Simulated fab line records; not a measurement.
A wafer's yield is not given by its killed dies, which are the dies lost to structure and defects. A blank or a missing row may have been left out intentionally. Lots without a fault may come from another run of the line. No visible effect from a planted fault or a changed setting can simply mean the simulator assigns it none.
fab line records :: flow nand-harc
[record]
  lots = 6
  wafers = 18
  last-day = 33
route steps=1302 shown A_SLIT@942 A_SIN_REMOVE@947 A_WL_FILL@952
lots that met no fault: from a run of the same line without faults
start-h: start of the lot's first displayed wafer, in hours after the record's first day :: wait-h: hours elapsed since this lot's preceding step :: " repeats the value in the row above :: L1.1+2: a row that stands for several wafers :: - either no value or no given start :: * or withheld: withheld :: < > ~ a bound
route shown NAME@n: names a module that has steps shown in the file, with the first one's number in the route :: usual: the fault-free wafers' mean and standard deviation :: same: alike in all rows :: chamber/n: place in a boat :: sites: readings site by site :: _std_site: standard deviation of those values :: _edge_site: mean of outer sites minus mean of inner sites :: radius-mm: for every site, how far away it sits from the centre of the wafer :: mask NAME#n: copy n :: behind: tool/chamber where the wafer was last shaped :: hold: why the lot went on hold/how many hours it stayed there/how the hold came to an end :: device: transistor that didn't switch, given as n, p or np :: end of line: at the end of the route, the tests of the same wafers :: where a step has no rows: the recipe by itself :: killed: dies that structure and defects cost at the first sort, which is not the same as the wafer's yield :: map: a wafer's dies, x killed, . not, _ none there
set.NAME: setting as actually run; set.NAME@STEP: the setting as run at that earlier step :: model.NAME: the simulator's own value behind a step, which no gauge read
certain route steps with their lots: each step a table, each wafer a row
services: a tool's chamber out of use, with start hour (start-h, from the record's first day; less than 0 if before it), hours out, and reason
[[steps]]
[step NHARC_A_SLIT_ETCH_29]
[recipe]
  target-depth-a = 1000
  overetch-a = 100
  time-s = 55
  ion-energy-ev = 100
  cf4-flow-sccm = 80
  o2-flow-sccm = 20
  ar-flow-sccm = 0
  rf-w = 300
  bias-w = 100
  chemistry = CF4/O2
[usual]
  drypump-motor-current-A = 5.9/0.34
  oes-product-au = 1.003/0.012
  rf-vpp-V = 196.9/1.3
  showerhead-plenum-p-Torr = 1.29/0.045
  throttle-valve-pct = 13.397/0.009
lot.wafer: L894.2
tool: rie-diel-08
chamber: 2
start-h: 514.67
wait-h: 0.1
drypump-motor-current-A: 5.7
oes-product-au: 1.001
rf-hours-counter-h: 3.9
rf-vpp-V: 196.8
showerhead-plenum-p-Torr: 1.26
throttle-valve-pct: 13.406

lot.wafer: L894.4
tool: rie-diel-08
chamber: 3
start-h: 514.67
wait-h: 0.1
drypump-motor-current-A: 5.3
oes-product-au: 1.018
rf-hours-counter-h: 5.2
rf-vpp-V: 196.8
showerhead-plenum-p-Torr: 1.25
throttle-valve-pct: 13.406

lot.wafer: L894.6
tool: rie-diel-08
chamber: 2
start-h: 514.67
wait-h: 0.1
drypump-motor-current-A: 5.7
oes-product-au: 0.990
rf-hours-counter-h: -
rf-vpp-V: 195.4
showerhead-plenum-p-Torr: 1.26
throttle-valve-pct: 13.402

lot.wafer: L898.4
tool: rie-diel-10
chamber: 3
start-h: 535.43
wait-h: 0.1
drypump-motor-current-A: 6.1
oes-product-au: 1.004
rf-hours-counter-h: 5.9
rf-vpp-V: 195.0
showerhead-plenum-p-Torr: 1.24
throttle-valve-pct: 13.383

lot.wafer: L898.2
tool: rie-diel-10
chamber: 0
start-h: 535.43
wait-h: 0.1
drypump-motor-current-A: 5.9
oes-product-au: 1.023
rf-hours-counter-h: 6.8
rf-vpp-V: 196.4
showerhead-plenum-p-Torr: 1.31
throttle-valve-pct: 13.395

lot.wafer: L898.5
tool: rie-diel-10
chamber: 0
start-h: 535.43
wait-h: 0.1
drypump-motor-current-A: 5.9
oes-product-au: 1.024
rf-hours-counter-h: -
rf-vpp-V: 198.6
showerhead-plenum-p-Torr: 1.31
throttle-valve-pct: 13.396

lot.wafer: L908.1
tool: rie-diel-08
chamber: 3
start-h: 643.78
wait-h: 0.1
drypump-motor-current-A: 5.3
oes-product-au: 0.992
rf-hours-counter-h: 7.4
rf-vpp-V: 197.5
showerhead-plenum-p-Torr: 1.24
throttle-valve-pct: 13.396

lot.wafer: L908.6
tool: rie-diel-08
chamber: 2
start-h: 643.78
wait-h: 0.1
drypump-motor-current-A: 5.7
oes-product-au: 1.003
rf-hours-counter-h: -
rf-vpp-V: 195.8
showerhead-plenum-p-Torr: 1.26
throttle-valve-pct: 13.384

lot.wafer: L908.5
tool: rie-diel-08
chamber: 3
start-h: 643.78
wait-h: 0.1
drypump-motor-current-A: 5.3
oes-product-au: 0.977
rf-hours-counter-h: -
rf-vpp-V: 196.9
showerhead-plenum-p-Torr: 1.24
throttle-valve-pct: 13.385

lot.wafer: L910.3
tool: rie-diel-07
chamber: 2
start-h: 647.35
wait-h: 0.1
drypump-motor-current-A: 5.6
oes-product-au: 1.011
rf-hours-counter-h: 10.4
rf-vpp-V: 197.0
showerhead-plenum-p-Torr: 1.32
throttle-valve-pct: 13.401

lot.wafer: L910.2
tool: rie-diel-07
chamber: 0
start-h: 647.35
wait-h: 0.1
drypump-motor-current-A: 6.3
oes-product-au: 1.035
rf-hours-counter-h: 8.6
rf-vpp-V: 197.2
showerhead-plenum-p-Torr: 1.36
throttle-valve-pct: 13.402

lot.wafer: L910.5
tool: rie-diel-07
chamber: 0
start-h: 647.35
wait-h: 0.1
drypump-motor-current-A: 6.2
oes-product-au: 1.032
rf-hours-counter-h: -
rf-vpp-V: 198.6
showerhead-plenum-p-Torr: 1.36
throttle-valve-pct: 13.391

lot.wafer: L912.2
tool: rie-diel-10
chamber: 2
start-h: 670.50
wait-h: 0.1
drypump-motor-current-A: 5.9
oes-product-au: 0.987
rf-hours-counter-h: 4.5
rf-vpp-V: 197.4
showerhead-plenum-p-Torr: 1.24
throttle-valve-pct: 13.406

lot.wafer: L912.4
tool: rie-diel-10
chamber: 0
start-h: 670.50
wait-h: 0.1
drypump-motor-current-A: 6.0
oes-product-au: 1.031
rf-hours-counter-h: 4.2
rf-vpp-V: 197.0
showerhead-plenum-p-Torr: 1.31
throttle-valve-pct: 13.399

lot.wafer: L912.5
tool: rie-diel-10
chamber: 1
start-h: 670.50
wait-h: 0.1
drypump-motor-current-A: 6.5
oes-product-au: 0.984
rf-hours-counter-h: -
rf-vpp-V: 195.9
showerhead-plenum-p-Torr: 1.24
throttle-valve-pct: 13.397

lot.wafer: L911.1
tool: rie-diel-10
chamber: 1
start-h: 674.15
wait-h: 0.1
drypump-motor-current-A: 6.5
oes-product-au: 0.989
rf-hours-counter-h: 5.2
rf-vpp-V: 196.4
showerhead-plenum-p-Torr: 1.24
throttle-valve-pct: 13.391

lot.wafer: L911.4
tool: rie-diel-10
chamber: 2
start-h: 674.15
wait-h: 0.1
drypump-motor-current-A: 6.0
oes-product-au: 0.989
rf-hours-counter-h: 4.6
rf-vpp-V: 195.9
showerhead-plenum-p-Torr: 1.24
throttle-valve-pct: 13.379

lot.wafer: L911.3
tool: rie-diel-10
chamber: 0
start-h: 674.15
wait-h: 0.1
drypump-motor-current-A: 5.9
oes-product-au: 1.015
rf-hours-counter-h: 4.3
rf-vpp-V: 197.6
showerhead-plenum-p-Torr: 1.31
throttle-valve-pct: 13.412
[step NHARC_A_SLIT_STRIP_18]
[recipe]
  o2-flow-sccm = 500
  ar-flow-sccm = 0
  bias-w = 0
  chemistry = O2
[usual]
  drypump-motor-current-A = 5.9/0.35
  oes-product-au = 1.001/0.013
  rf-vpp-V = 57.6/0.87
  showerhead-plenum-p-Torr = 3.41/0.11
  throttle-valve-pct = 17.036/0.0094
lot.wafer: L894.2
tool: rie-diel-08
chamber: 3
start-h: -
wait-h: -
drypump-motor-current-A: 5.3
oes-product-au: 0.994
rf-hours-counter-h: 5.2
rf-vpp-V: 56.9
showerhead-plenum-p-Torr: 3.30
throttle-valve-pct: 17.034

lot.wafer: L894.4
tool: rie-diel-08
chamber: 0
start-h: -
wait-h: -
drypump-motor-current-A: 5.9
oes-product-au: 1.006
rf-hours-counter-h: 4.8
rf-vpp-V: 57.9
showerhead-plenum-p-Torr: 3.34
throttle-valve-pct: 17.044

lot.wafer: L894.6
tool: rie-diel-08
chamber: 2
start-h: -
wait-h: -
drypump-motor-current-A: 5.7
oes-product-au: 1.001
rf-hours-counter-h: -
rf-vpp-V: 56.4
showerhead-plenum-p-Torr: 3.34
throttle-valve-pct: 17.033

lot.wafer: L898.4
tool: rie-diel-10
chamber: 0
start-h: -
wait-h: -
drypump-motor-current-A: 5.9
oes-product-au: 1.020
rf-hours-counter-h: 6.8
rf-vpp-V: 57.5
showerhead-plenum-p-Torr: 3.46
throttle-valve-pct: 17.024

lot.wafer: L898.2
tool: rie-diel-10
chamber: 1
start-h: -
wait-h: -
drypump-motor-current-A: 6.5
oes-product-au: 0.993
rf-hours-counter-h: 7.3
rf-vpp-V: 58.2
showerhead-plenum-p-Torr: 3.29
throttle-valve-pct: 17.014

lot.wafer: L898.5
tool: rie-diel-10
chamber: 2
start-h: -
wait-h: -
drypump-motor-current-A: 6.0
oes-product-au: 1.009
rf-hours-counter-h: -
rf-vpp-V: 56.9
showerhead-plenum-p-Torr: 3.30
throttle-valve-pct: 17.030

lot.wafer: L908.1
tool: rie-diel-08
chamber: 3
start-h: -
wait-h: -
drypump-motor-current-A: 5.3
oes-product-au: 0.975
rf-hours-counter-h: 7.5
rf-vpp-V: 59.2
showerhead-plenum-p-Torr: 3.30
throttle-valve-pct: 17.021

lot.wafer: L908.6
tool: rie-diel-08
chamber: 0
start-h: -
wait-h: -
drypump-motor-current-A: 5.9
oes-product-au: 1.002
rf-hours-counter-h: -
rf-vpp-V: 56.4
showerhead-plenum-p-Torr: 3.33
throttle-valve-pct: 17.042

lot.wafer: L908.5
tool: rie-diel-08
chamber: 3
start-h: -
wait-h: -
drypump-motor-current-A: 5.3
oes-product-au: 0.978
rf-hours-counter-h: -
rf-vpp-V: 56.8
showerhead-plenum-p-Torr: 3.30
throttle-valve-pct: 17.039

lot.wafer: L910.2
tool: rie-diel-07
chamber: 3
start-h: -
wait-h: -
drypump-motor-current-A: 5.4
oes-product-au: 1.003
rf-hours-counter-h: 10.0
rf-vpp-V: 58.6
showerhead-plenum-p-Torr: 3.55
throttle-valve-pct: 17.046

lot.wafer: L910.3
tool: rie-diel-07
chamber: 0
start-h: -
wait-h: -
drypump-motor-current-A: 6.3
oes-product-au: 1.036
rf-hours-counter-h: 8.7
rf-vpp-V: 56.8
showerhead-plenum-p-Torr: 3.60
throttle-valve-pct: 17.021

lot.wafer: L910.5
tool: rie-diel-07
chamber: 2
start-h: -
wait-h: -
drypump-motor-current-A: 5.6
oes-product-au: 1.013
rf-hours-counter-h: -
rf-vpp-V: 59.0
showerhead-plenum-p-Torr: 3.50
throttle-valve-pct: 17.036

lot.wafer: L912.2
tool: rie-diel-10
chamber: 1
start-h: -
wait-h: -
drypump-motor-current-A: 6.5
oes-product-au: 0.988
rf-hours-counter-h: 5.2
rf-vpp-V: 57.0
showerhead-plenum-p-Torr: 3.28
throttle-valve-pct: 17.032

lot.wafer: L912.4
tool: rie-diel-10
chamber: 3
start-h: -
wait-h: -
drypump-motor-current-A: 6.1
oes-product-au: 0.983
rf-hours-counter-h: 3.6
rf-vpp-V: 57.2
showerhead-plenum-p-Torr: 3.30
throttle-valve-pct: 17.038

lot.wafer: L912.5
tool: rie-diel-10
chamber: 1
start-h: -
wait-h: -
drypump-motor-current-A: 6.5
oes-product-au: 0.976
rf-hours-counter-h: -
rf-vpp-V: 57.4
showerhead-plenum-p-Torr: 3.28
throttle-valve-pct: 17.037

lot.wafer: L911.1
tool: rie-diel-10
chamber: 3
start-h: -
wait-h: -
drypump-motor-current-A: 6.0
oes-product-au: 0.987
rf-hours-counter-h: 3.7
rf-vpp-V: 57.4
showerhead-plenum-p-Torr: 3.30
throttle-valve-pct: 17.030

lot.wafer: L911.3
tool: rie-diel-10
chamber: 0
start-h: -
wait-h: -
drypump-motor-current-A: 5.9
oes-product-au: 1.019
rf-hours-counter-h: 4.3
rf-vpp-V: 58.7
showerhead-plenum-p-Torr: 3.46
throttle-valve-pct: 17.035

lot.wafer: L911.4
tool: rie-diel-10
chamber: 2
start-h: -
wait-h: -
drypump-motor-current-A: 6.0
oes-product-au: 0.997
rf-hours-counter-h: 4.6
rf-vpp-V: 55.5
showerhead-plenum-p-Torr: 3.30
throttle-valve-pct: 17.038
[step NHARC_A_SLIT_PRECLEAN_19]
[recipe]
  time-s = *
  temp-c = 50
  bath-age-min = 0
  chemistry = SC1
[step NHARC_A_SLIT_SRD_20]
[step NHARC_A_SLIT_CD_MEAS_21]
[usual]
  cd-nm = 290.0/1.1
lot.wafer: L894.2
tool: cd-sem-02
chamber: -
start-h: 515.21
wait-h: -
cd-nm: 289.8

lot.wafer: L894.4
tool: cd-sem-02
chamber: -
start-h: 515.21
wait-h: -
cd-nm: 290.8

lot.wafer: L894.6
tool: cd-sem-02
chamber: -
start-h: 515.21
wait-h: -
cd-nm: 291.4

lot.wafer: L898.2
tool: cd-sem-02
chamber: -
start-h: 535.98
wait-h: -
cd-nm: 290.5

lot.wafer: L898.4
tool: cd-sem-02
chamber: -
start-h: 535.98
wait-h: -
cd-nm: 289.7

lot.wafer: L898.5
tool: cd-sem-02
chamber: -
start-h: 535.98
wait-h: -
cd-nm: 289.6

lot.wafer: L908.1
tool: cd-sem-02
chamber: -
start-h: 644.37
wait-h: -
cd-nm: 291.7

lot.wafer: L908.5
tool: cd-sem-02
chamber: -
start-h: 644.37
wait-h: -
cd-nm: 292.3

lot.wafer: L908.6
tool: cd-sem-02
chamber: -
start-h: 644.37
wait-h: -
cd-nm: 290.1

lot.wafer: L910.2
tool: cd-sem-03
chamber: -
start-h: 647.95
wait-h: -
cd-nm: 290.5

lot.wafer: L910.3
tool: cd-sem-03
chamber: -
start-h: 647.95
wait-h: -
cd-nm: 289.9

lot.wafer: L910.5
tool: cd-sem-03
chamber: -
start-h: 647.95
wait-h: -
cd-nm: 289.5

lot.wafer: L912.2
tool: cd-sem-02
chamber: -
start-h: 671.07
wait-h: 0.1
cd-nm: 289.1

lot.wafer: L912.4
tool: cd-sem-02
chamber: -
start-h: 671.07
wait-h: 0.1
cd-nm: 289.6

lot.wafer: L912.5
tool: cd-sem-02
chamber: -
start-h: 671.07
wait-h: 0.1
cd-nm: 289.6

lot.wafer: L911.1
tool: cd-sem-02
chamber: -
start-h: 674.73
wait-h: 0.1
cd-nm: 289.3

lot.wafer: L911.3
tool: cd-sem-02
chamber: -
start-h: 674.73
wait-h: 0.1
cd-nm: 288.0

lot.wafer: L911.4
tool: cd-sem-02
chamber: -
start-h: 674.73
wait-h: 0.1
cd-nm: 288.8
[step NHARC_A_SIN_REMOVE_WET_00]
[recipe]
  temp-c = 160
  time-s = 15300
  chemistry = H3PO4
[step NHARC_A_SIN_REMOVE_PRECLEAN_01]
[recipe]
  time-s = *
  temp-c = 50
  bath-age-min = 0
  chemistry = SC1
[step NHARC_A_SIN_REMOVE_SRD_02]
[step NHARC_A_SIN_REMOVE_INSPECT_04]
[usual]
  raw-defect-count = 389/87
lot.wafer: L894.2
tool: defect-inspect-01
chamber: -
start-h: 521.92
wait-h: 0.0
raw-defect-count: 279

lot.wafer: L894.4
tool: defect-inspect-01
chamber: -
start-h: 521.92
wait-h: 0.0
raw-defect-count: 264

lot.wafer: L894.6
tool: defect-inspect-01
chamber: -
start-h: 521.92
wait-h: 0.0
raw-defect-count: 353

lot.wafer: L898.2
tool: defect-inspect-02
chamber: -
start-h: 542.55
wait-h: 0.0
raw-defect-count: 361

lot.wafer: L898.4
tool: defect-inspect-02
chamber: -
start-h: 542.55
wait-h: 0.0
raw-defect-count: 350

lot.wafer: L898.5
tool: defect-inspect-02
chamber: -
start-h: 542.55
wait-h: 0.0
raw-defect-count: 397

lot.wafer: L908.1
tool: defect-inspect-01
chamber: -
start-h: 650.57
wait-h: 0.0
raw-defect-count: 308

lot.wafer: L908.5
tool: defect-inspect-01
chamber: -
start-h: 650.57
wait-h: 0.0
raw-defect-count: 391

lot.wafer: L908.6
tool: defect-inspect-01
chamber: -
start-h: 650.57
wait-h: 0.0
raw-defect-count: 295

lot.wafer: L910.2
tool: defect-inspect-02
chamber: -
start-h: 655.76
wait-h: 0.0
raw-defect-count: 287

lot.wafer: L910.3
tool: defect-inspect-02
chamber: -
start-h: 655.76
wait-h: 0.0
raw-defect-count: 290

lot.wafer: L910.5
tool: defect-inspect-02
chamber: -
start-h: 655.76
wait-h: 0.0
raw-defect-count: 294

lot.wafer: L912.2
tool: defect-inspect-02
chamber: -
start-h: 677.52
wait-h: 0.0
raw-defect-count: 412

lot.wafer: L912.4
tool: defect-inspect-02
chamber: -
start-h: 677.52
wait-h: 0.0
raw-defect-count: 391

lot.wafer: L912.5
tool: defect-inspect-02
chamber: -
start-h: 677.52
wait-h: 0.0
raw-defect-count: 350

lot.wafer: L911.1
tool: defect-inspect-01
chamber: -
start-h: 681.32
wait-h: 0.0
raw-defect-count: 544

lot.wafer: L911.3
tool: defect-inspect-01
chamber: -
start-h: 681.32
wait-h: 0.0
raw-defect-count: 477

lot.wafer: L911.4
tool: defect-inspect-01
chamber: -
start-h: 681.32
wait-h: 0.0
raw-defect-count: 352
[step NHARC_A_WL_FILL_ALD_00]
[recipe]
  target-thk-a = 30
  pulse-time-s = 3
  ald-cycles = 30
  temp-c = 300
  material = Al2O3
[usual]
  ald-cycles = 30/0
  heater-power-w = 473/64
  precursor-pulse-height-rel = 1.000/0.02
lot.wafer: L894.2
tool: ald-hk-03
chamber: 0
start-h: 521.99
wait-h: 0.1
ald-cycles: 30
heater-power-w: 477
precursor-pulse-height-rel: 0.972

lot.wafer: L894.4
tool: ald-hk-03
chamber: 3
start-h: 521.99
wait-h: 0.1
ald-cycles: 30
heater-power-w: 583
precursor-pulse-height-rel: 1.008

lot.wafer: L894.6
tool: ald-hk-03
chamber: 0
start-h: 521.99
wait-h: 0.1
ald-cycles: 30
heater-power-w: 471
precursor-pulse-height-rel: 0.985

lot.wafer: L898.2
tool: ald-hk-04
chamber: 3
start-h: 542.62
wait-h: 0.1
ald-cycles: 30
heater-power-w: 440
precursor-pulse-height-rel: 1.012

lot.wafer: L898.4
tool: ald-hk-04
chamber: 2
start-h: 542.62
wait-h: 0.1
ald-cycles: 30
heater-power-w: 414
precursor-pulse-height-rel: 0.969

lot.wafer: L898.5
tool: ald-hk-04
chamber: 3
start-h: 542.62
wait-h: 0.1
ald-cycles: 30
heater-power-w: 429
precursor-pulse-height-rel: 0.976

lot.wafer: L908.1
tool: ald-hk-01
chamber: 3
start-h: 650.64
wait-h: 0.1
ald-cycles: 30
heater-power-w: 507
precursor-pulse-height-rel: 1.026

lot.wafer: L908.6
tool: ald-hk-01
chamber: 3
start-h: 650.64
wait-h: 0.1
ald-cycles: 30
heater-power-w: 497
precursor-pulse-height-rel: 0.988

lot.wafer: L908.5
tool: ald-hk-01
chamber: 0
start-h: 650.64
wait-h: 0.1
ald-cycles: 30
heater-power-w: 409
precursor-pulse-height-rel: 1.012

lot.wafer: L910.2
tool: ald-hk-03
chamber: 0
start-h: 655.82
wait-h: 0.1
ald-cycles: 30
heater-power-w: 506
precursor-pulse-height-rel: 1.032

lot.wafer: L910.3
tool: ald-hk-03
chamber: 2
start-h: 655.82
wait-h: 0.1
ald-cycles: 30
heater-power-w: 423
precursor-pulse-height-rel: 0.991

lot.wafer: L910.5
tool: ald-hk-03
chamber: 0
start-h: 655.82
wait-h: 0.1
ald-cycles: 30
heater-power-w: 501
precursor-pulse-height-rel: 0.991

lot.wafer: L912.2
tool: ald-hk-04
chamber: 0
start-h: 677.59
wait-h: 0.1
ald-cycles: 30
heater-power-w: 457
precursor-pulse-height-rel: 1.012

lot.wafer: L912.4
tool: ald-hk-04
chamber: 1
start-h: 677.59
wait-h: 0.1
ald-cycles: 30
heater-power-w: 400
precursor-pulse-height-rel: 1.026

lot.wafer: L912.5
tool: ald-hk-04
chamber: 0
start-h: 677.59
wait-h: 0.1
ald-cycles: 30
heater-power-w: 457
precursor-pulse-height-rel: 0.991

lot.wafer: L911.3
tool: ald-hk-03
chamber: 3
start-h: 681.38
wait-h: 0.1
ald-cycles: 30
heater-power-w: 588
precursor-pulse-height-rel: 0.993

lot.wafer: L911.1
tool: ald-hk-03
chamber: 0
start-h: 681.38
wait-h: 0.1
ald-cycles: 30
heater-power-w: 509
precursor-pulse-height-rel: 1.000

lot.wafer: L911.4
tool: ald-hk-03
chamber: 2
start-h: 681.38
wait-h: 0.1
ald-cycles: 30
heater-power-w: 425
precursor-pulse-height-rel: 0.995
[step NHARC_A_WL_FILL_RTA_01]
[recipe]
  temp-c = 1000
  time-s = 5
[usual]
  lamp-power-pct = 31.0/1.8
  wafer_temp_C_max = 1003.5/0.92
lot.wafer: L894.2
tool: rtp-anneal-02
chamber: 0
start-h: 522.27
wait-h: -
lamp-power-pct: 29.1
wafer_temp_C_max: 1003.3

lot.wafer: L894.4
tool: rtp-anneal-02
chamber: 0
start-h: 522.27
wait-h: -
lamp-power-pct: 29.1
wafer_temp_C_max: 1002.9

lot.wafer: L894.6
tool: rtp-anneal-02
chamber: 0
start-h: 522.27
wait-h: -
lamp-power-pct: 29.0
wafer_temp_C_max: 1003.2

lot.wafer: L898.2
tool: rtp-anneal-02
chamber: 0
start-h: 542.92
wait-h: -
lamp-power-pct: 29.1
wafer_temp_C_max: 1002.5

lot.wafer: L898.4
tool: rtp-anneal-02
chamber: 0
start-h: 542.92
wait-h: -
lamp-power-pct: 29.1
wafer_temp_C_max: 1003.2

lot.wafer: L898.5
tool: rtp-anneal-02
chamber: 0
start-h: 542.92
wait-h: -
lamp-power-pct: 29.1
wafer_temp_C_max: 1003.3

lot.wafer: L908.1
tool: rtp-anneal-02
chamber: 0
start-h: 650.91
wait-h: -
lamp-power-pct: 29.0
wafer_temp_C_max: 1003.3

lot.wafer: L908.5
tool: rtp-anneal-02
chamber: 0
start-h: 650.91
wait-h: -
lamp-power-pct: 29.0
wafer_temp_C_max: 1003.1

lot.wafer: L908.6
tool: rtp-anneal-02
chamber: 0
start-h: 650.91
wait-h: -
lamp-power-pct: 29.0
wafer_temp_C_max: 1002.4

lot.wafer: L910.2
tool: rtp-anneal-02
chamber: 0
start-h: 656.11
wait-h: -
lamp-power-pct: 29.1
wafer_temp_C_max: 1002.6

lot.wafer: L910.3
tool: rtp-anneal-02
chamber: 0
start-h: 656.11
wait-h: -
lamp-power-pct: 29.1
wafer_temp_C_max: 1002.3

lot.wafer: L910.5
tool: rtp-anneal-02
chamber: 0
start-h: 656.11
wait-h: -
lamp-power-pct: 29.0
wafer_temp_C_max: 1003.6

lot.wafer: L912.2
tool: rtp-anneal-02
chamber: 0
start-h: 677.88
wait-h: -
lamp-power-pct: 29.0
wafer_temp_C_max: 1003.0

lot.wafer: L912.4
tool: rtp-anneal-02
chamber: 0
start-h: 677.88
wait-h: -
lamp-power-pct: 29.1
wafer_temp_C_max: 1003.8

lot.wafer: L912.5
tool: rtp-anneal-02
chamber: 0
start-h: 677.88
wait-h: -
lamp-power-pct: 29.0
wafer_temp_C_max: 1002.5

lot.wafer: L911.1
tool: rtp-anneal-01
chamber: 0
start-h: 681.65
wait-h: -
lamp-power-pct: 32.6
wafer_temp_C_max: 1004.6

lot.wafer: L911.3
tool: rtp-anneal-01
chamber: 0
start-h: 681.65
wait-h: -
lamp-power-pct: 32.6
wafer_temp_C_max: 1003.5

lot.wafer: L911.4
tool: rtp-anneal-01
chamber: 0
start-h: 681.65
wait-h: -
lamp-power-pct: 32.6
wafer_temp_C_max: 1003.6
[step NHARC_A_WL_FILL_ALD_02]
[recipe]
  target-thk-a = 20
  pulse-time-s = 3
  ald-cycles = 100
  temp-c = 450
  material = TiN
[usual]
  ald-cycles = 100/0
  heater-power-w = 1084/110
  precursor-pulse-height-rel = 1.001/0.02
lot.wafer: L894.2
tool: ald-metal-04
chamber: 0
start-h: 522.51
wait-h: 0.2
ald-cycles: 100
heater-power-w: 1037
precursor-pulse-height-rel: 1.010

lot.wafer: L894.4
tool: ald-metal-04
chamber: 2
start-h: 522.51
wait-h: 0.2
ald-cycles: 100
heater-power-w: 1089
precursor-pulse-height-rel: 1.037

lot.wafer: L894.6
tool: ald-metal-04
chamber: 1
start-h: 522.51
wait-h: 0.2
ald-cycles: 100
heater-power-w: 998
precursor-pulse-height-rel: 0.987

lot.wafer: L898.2
tool: ald-metal-01
chamber: 1
start-h: 543.11
wait-h: 0.2
ald-cycles: 100
heater-power-w: 1164
precursor-pulse-height-rel: 1.005

lot.wafer: L898.4
tool: ald-metal-01
chamber: 2
start-h: 543.11
wait-h: 0.2
ald-cycles: 100
heater-power-w: 1335
precursor-pulse-height-rel: 0.995

lot.wafer: L898.5
tool: ald-metal-01
chamber: 1
start-h: 543.11
wait-h: 0.2
ald-cycles: 100
heater-power-w: 1175
precursor-pulse-height-rel: 1.007

lot.wafer: L908.1
tool: ald-metal-01
chamber: 3
start-h: 651.17
wait-h: 0.2
ald-cycles: 80
heater-power-w: 1077
precursor-pulse-height-rel: 1.010

lot.wafer: L908.5
tool: ald-metal-01
chamber: 2
start-h: 651.17
wait-h: 0.2
ald-cycles: 80
heater-power-w: 1339
precursor-pulse-height-rel: 0.954

lot.wafer: L908.6
tool: ald-metal-01
chamber: 1
start-h: 651.17
wait-h: 0.2
ald-cycles: 80
heater-power-w: 1198
precursor-pulse-height-rel: 1.015

lot.wafer: L910.2
tool: ald-metal-01
chamber: 2
start-h: 656.34
wait-h: 0.2
ald-cycles: 80
heater-power-w: 1323
precursor-pulse-height-rel: 1.017

lot.wafer: L910.3
tool: ald-metal-01
chamber: 0
start-h: 656.34
wait-h: 0.2
ald-cycles: 80
heater-power-w: 1048
precursor-pulse-height-rel: 0.964

lot.wafer: L910.5
tool: ald-metal-01
chamber: 1
start-h: 656.34
wait-h: 0.2
ald-cycles: 80
heater-power-w: 1187
precursor-pulse-height-rel: 0.975

lot.wafer: L912.2
tool: ald-metal-02
chamber: 2
start-h: 678.11
wait-h: 0.2
ald-cycles: 100
heater-power-w: 1021
precursor-pulse-height-rel: 1.012

lot.wafer: L912.4
tool: ald-metal-02
chamber: 0
start-h: 678.11
wait-h: 0.2
ald-cycles: 100
heater-power-w: 1028
precursor-pulse-height-rel: 1.013

lot.wafer: L912.5
tool: ald-metal-02
chamber: 2
start-h: 678.11
wait-h: 0.2
ald-cycles: 100
heater-power-w: 1014
precursor-pulse-height-rel: 1.014

lot.wafer: L911.3
tool: ald-metal-04
chamber: 2
start-h: 681.90
wait-h: 0.2
ald-cycles: 100
heater-power-w: 1120
precursor-pulse-height-rel: 0.993

lot.wafer: L911.4
tool: ald-metal-04
chamber: 3
start-h: 681.90
wait-h: 0.2
ald-cycles: 100
heater-power-w: 901
precursor-pulse-height-rel: 1.005

lot.wafer: L911.1
tool: ald-metal-04
chamber: 0
start-h: 681.90
wait-h: 0.2
ald-cycles: 100
heater-power-w: 1048
precursor-pulse-height-rel: 0.997
[[services]]
tool: ald-metal-04
chamber: 3
start-h: 520.79
hours: 27.8
kind: repair

tool: ald-metal-01
chamber: -
start-h: 526.00
hours: 10.0
kind: pm

tool: rie-diel-08
chamber: 2
start-h: 529.04
hours: 7.2
kind: repair

tool: rie-diel-08
chamber: 0
start-h: 541.20
hours: 3.1
kind: repair

tool: rie-diel-08
chamber: -
start-h: 544.80
hours: 9.0
kind: pm

tool: ald-metal-01
chamber: 2
start-h: 553.99
hours: 2.7
kind: repair

tool: rie-diel-07
chamber: 0
start-h: 561.07
hours: 2.4
kind: repair

tool: ald-hk-03
chamber: -
start-h: 575.54
hours: 10.0
kind: pm

tool: rie-diel-07
chamber: -
start-h: 575.60
hours: 2.2
kind: repair

tool: rie-diel-10
chamber: -
start-h: 596.50
hours: 9.0
kind: pm

tool: ald-metal-01
chamber: 1
start-h: 596.81
hours: 5.2
kind: repair

tool: ald-metal-02
chamber: -
start-h: 610.24
hours: 10.0
kind: pm

tool: rie-diel-08
chamber: 2
start-h: 610.55
hours: 16.5
kind: repair

tool: ald-hk-04
chamber: -
start-h: 614.81
hours: 0.8
kind: repair

tool: ald-metal-01
chamber: 1
start-h: 619.20
hours: 3.2
kind: repair

tool: ald-metal-01
chamber: 1
start-h: 623.38
hours: 1.7
kind: repair

tool: ald-metal-01
chamber: 0
start-h: 625.40
hours: 26.4
kind: repair

tool: ald-hk-03
chamber: -
start-h: 627.82
hours: 0.5
kind: repair

tool: rie-diel-08
chamber: 1
start-h: 632.83
hours: 15.1
kind: repair

tool: ald-metal-01
chamber: 1
start-h: 643.08
hours: 5.6
kind: repair

tool: rie-diel-07
chamber: 1
start-h: 646.45
hours: 7.2
kind: repair

tool: rie-diel-07
chamber: -
start-h: 648.20
hours: 9.0
kind: pm

tool: ald-metal-04
chamber: -
start-h: 652.00
hours: 10.0
kind: pm

tool: ald-hk-01
chamber: -
start-h: 655.25
hours: 10.0
kind: pm
[[key]]
[first-sign]
  step = NHARC_A_WL_FILL_ALD_02
  reading = ald-cycles
  direction = down
  sigmas = 99+
  usual = 100
  struck = 80
effect none on later readings
met-at NHARC_A_WL_FILL_ALD_02
struck-wafers L908.1,L908.5,L908.6,L910.2,L910.3,L910.5
tester-left-out L908,L910
onset-between 543.11 651.17
[fault]
  kind = process-parameter-drift
  tool = ald-metal-01
  chamber = -
  onset-h = 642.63
  steps = NHARC_A_WL_FILL_ALD_02
  channel = ald-cycles
  offset = -20
  shape = step
  end-h = 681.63
  acts-in = these-recipes-only
  stated = 100
// tester-left-out: of these lots the tester's yield and bins aren't shown, on N5 and GAA mostly nor the transistor test; their killed dies are dies lost to structure and defects alone, not to doping, threshold or leakage, so they don't give the yield
